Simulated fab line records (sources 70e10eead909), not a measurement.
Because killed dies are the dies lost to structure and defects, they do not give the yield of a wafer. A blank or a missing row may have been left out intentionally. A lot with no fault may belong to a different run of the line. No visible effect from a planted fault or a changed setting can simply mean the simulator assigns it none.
Matching of chambers + flow nand-harc + NHARC_A_BONDPAD_DESCUM_11 on rie-diel-06: 4 sister chambers
The step chemistry O2, time 3 s. 8 wafers are shown with their chamber, then 7 later ones without.

## WAFERS, EACH WITH ITS CHAMBER
| wafer  | chamber | drypump-motor-current-A (A) | throttle-valve-pct (%) |
|--------|---------|-----------------------------|------------------------|
| L768.4 | 3       | 5.62                        | 11.297                 |
| L771.2 | 3       | 5.62                        | 11.302                 |
| L771.5 | 2       | 5.41                        | 11.305                 |
| L772.1 | 0       | 5.40                        | 11.291                 |
| L772.4 | 1       | 5.82                        | 11.327                 |
| L772.5 | 2       | 5.44                        | 11.308                 |
| L773.2 | 0       | 5.37                        | 11.303                 |
| L773.5 | 1       | 5.80                        | 11.316                 |

## WAFERS MISSING THEIR CHAMBER
| wafer  | drypump-motor-current-A (A) | throttle-valve-pct (%) |
|--------|-----------------------------|------------------------|
| L773.6 | 5.38                        | 11.319                 |
| L769.1 | 5.43                        | 11.307                 |
| L769.2 | 5.35                        | 11.306                 |
| L769.3 | 5.59                        | 11.319                 |
| L779.1 | 5.60                        | 11.322                 |
| L779.5 | 5.82                        | 11.310                 |
| L779.6 | 5.38                        | 11.314                 |

## WHICH CHAMBER EACH ONE RAN IN
| wafer  | from the rows above     | in truth |
|--------|-------------------------|----------|
| L773.6 | can't be placed: 2 or 0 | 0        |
| L769.1 | 2                       | 2        |
| L769.2 | can't be placed: 0 or 2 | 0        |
| L769.3 | 3                       | 3        |
| L779.1 | 3                       | 3        |
| L779.5 | 1                       | 1        |
| L779.6 | can't be placed: 0 or 2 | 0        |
Placed correctly: 4 of 7. Cannot be placed on the basis of these rows: 3; the candidates contain the true chamber in 3. Placed wrongly: 0.
How it was worked out, from the rows above alone: a wafer's distance from a chamber is the root of the sum, over the readings, of the square of ((its reading less the chamber's mean) divided by the reading's scatter). If the next closest chamber is less than 2 further off than the closest, the wafer can't be placed; otherwise it belongs to the closest. The mean given for a chamber averages the wafers shown for that chamber. The scatter: take each reading less its chamber's mean, square it, sum over the shown wafers, divide by the number of wafers less the number of chambers, and take the root.
